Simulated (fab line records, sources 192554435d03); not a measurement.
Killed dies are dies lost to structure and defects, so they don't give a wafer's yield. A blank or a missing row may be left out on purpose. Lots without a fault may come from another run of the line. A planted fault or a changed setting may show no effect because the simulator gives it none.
Split-lot experiment | flow n5_finfet | 7 lots, 21 wafers read, on a route of 1938 steps

THE SPLIT
At N5_FIN_SAQP_ETCH_65 (etches SiO2 in CF4, target depth 4 nm, time 4.4 s), the setting time_s was moved away from the recipe's 4.4 s on 5 of the 21 wafers read, by -17.3% to +18.3%. The other wafers ran this setting at the recipe's value.

The reading is taken at the split's own step.

THE READING
etch.depth_nm (the simulator's own value, which no gauge read), in nm, at N5_FIN_SAQP_ETCH_65 (etches SiO2 in CF4, target depth 4 nm, time 4.4 s). The file gives no usual value for it. The 16 wafers here that ran the recipe average 3.993 nm, standard deviation 0.036 nm.

wafer  | tool, chamber at the split | time_s as run, s | against the recipe | etch.depth_nm, nm | against lot-mates on the recipe
L078.2 | rie_si-02, 3               | 3.637            | -17.3%             | 3.294             | -0.704
L078.3 | rie_si-02, 0               | 4.4              | recipe             | 4.003             | -
L078.4 | rie_si-02, 1               | 4.4              | recipe             | 3.992             | -
L079.3 | rie_si-03, 2               | 4.4              | recipe             | 3.982             | -
L079.4 | rie_si-03, 0               | 4.4              | recipe             | 3.971             | -
L079.6 | rie_si-03, 0               | 4.4              | recipe             | 3.947             | -
L085.2 | rie_si-03, 0               | 4.4              | recipe             | 4.037             | -
L085.3 | rie_si-03, 2               | 4.4              | recipe             | 4.053             | -
L085.6 | rie_si-03, 2               | 5.204            | +18.3%             | 4.797             | +0.752
L088.2 | rie_si-03, 3               | 3.703            | -15.8%             | 3.365             | -0.648
L088.3 | rie_si-03, 2               | 4.4              | recipe             | 4.048             | -
L088.5 | rie_si-03, 3               | 4.4              | recipe             | 3.978             | -
L089.1 | rie_si-02, 2               | 4.4              | recipe             | 3.981             | -
L089.3 | rie_si-02, 3               | 4.4              | recipe             | 3.924             | -
L089.5 | rie_si-02, 3               | 4.4              | recipe             | 3.949             | -
L090.3 | rie_si-02, 3               | 4.4              | recipe             | 3.996             | -
L090.5 | rie_si-02, 3               | 4.742            | +7.8%              | 4.302             | +0.306
L090.6 | rie_si-02, 1               | 4.742            | +7.8%              | 4.354             | +0.358
L093.2 | rie_si-02, 3               | 4.4              | recipe             | 3.99              | -
L093.3 | rie_si-02, 0               | 4.4              | recipe             | 4.046             | -
L093.5 | rie_si-02, 3               | 4.4              | recipe             | 3.994             | -

THE FIT
A straight line over all 21 wafers: etch.depth_nm changes by +0.0417 nm for each +1% of time_s; r = +0.99; the points scatter about the line by 0.037 nm.
The same after taking each lot's own level away (the mean of its wafers on the recipe; 21 wafers): +0.0411 nm for each +1%; r = +1.00; scatter 0.021 nm.
On that fit, the largest move of time_s shifts the reading by 0.75 nm.
The lots' own levels span 3.9513 to 4.0450 nm, that is 2.6 times the standard deviation above.
So the lot-to-lot level changes the slope little: the two slopes agree.
Check: with one of the wafers moved furthest among these (+18.3%) left out of the fit, the line predicts +0.753 nm for it against its lot-mates. It came out at +0.752 nm against them.

OTHER SPLITS ON THESE WAFERS
These wafers also went through other splits before the reading. Each is held against what the fit with the lots' levels taken away leaves over:
other split on the same wafers        | wafers away from the commonest value | r with etch.depth_nm (lot level and that fit taken away)
N5_ZERO_LAYER_PECVD_02 time_s         | 7                                    | +0.06
N5_FIN_SAQP_SPACER1_ALD_24 ald_cycles | 8                                    | -0.27

THE FILE'S OWN FIT
etch.depth_nm changes by +0.041 nm for each +1% of time_s, r = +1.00.
